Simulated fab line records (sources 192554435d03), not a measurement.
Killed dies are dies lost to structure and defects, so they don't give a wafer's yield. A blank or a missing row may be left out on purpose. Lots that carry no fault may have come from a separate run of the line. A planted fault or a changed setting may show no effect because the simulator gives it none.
What tool caused it?    flow n5_finfet    route of 1938 steps, sampled at 1 step: 12 lots, 36 wafers

== WHAT EACH GAUGE READ, for each wafer ==
N5_BEOL_M2_CD_MEAS_28: target cd 26.2 nm, target cd y 24.1 nm.
lot   measured      on         cd_nm (nm)
L075  day 7 08:29   cd_sem-01  26.54 26.19 26.33
L078  day 7 14:07   cd_sem-01  26.25 26.45 26.46
L079  day 7 23:37   cd_sem-02  26.19 26.29 26.28
L081  day 8 15:50   cd_sem-01  26.53 26.44 25.95
L083  day 9 12:03   cd_sem-03  26.00 26.47 26.31
L085  day 9 15:10   cd_sem-02  26.36 26.62 26.04
L087  day 10 06:12  cd_sem-03  26.29 26.35 26.52
L088  day 10 14:05  cd_sem-01  26.61 26.34 26.42
L091  day 11 05:53  cd_sem-01  26.43 26.05 26.22
L093  day 11 14:05  cd_sem-03  26.25 26.15 26.37
L095  day 12 05:54  cd_sem-01  26.39 26.34 25.87
L097  day 12 16:47  cd_sem-02  26.41 26.45 26.45

== EACH LOT AND THE TOOL THAT RAN IT (in order: tool; ch and the chambers of the sampled wafers; start) ==
The record holds no process step before these readings.

== THE ANSWER, worked out from the rows above alone ==
Rule: what is usual is taken from the lots themselves. The widest of any qualifying gaps counts: lots, ordered by their means at a reading, are off when they make up no more than a third of the lots, leave a main group of 4 or more, and stand apart from it by 3 or more times the standard deviation of that group's means. The tables above print the reading to a certain number of digits; a main group whose means all agree to those digits is not used. Also off: a lot with no number at a reading for which 4 or more lots have one. All remaining lots with rows at the step are treated as sound.
Across all readings shown, no lot is off: no conclusion can be drawn from this.

== WHAT HAD BEEN PUT IN BY THE SIMULATOR ==
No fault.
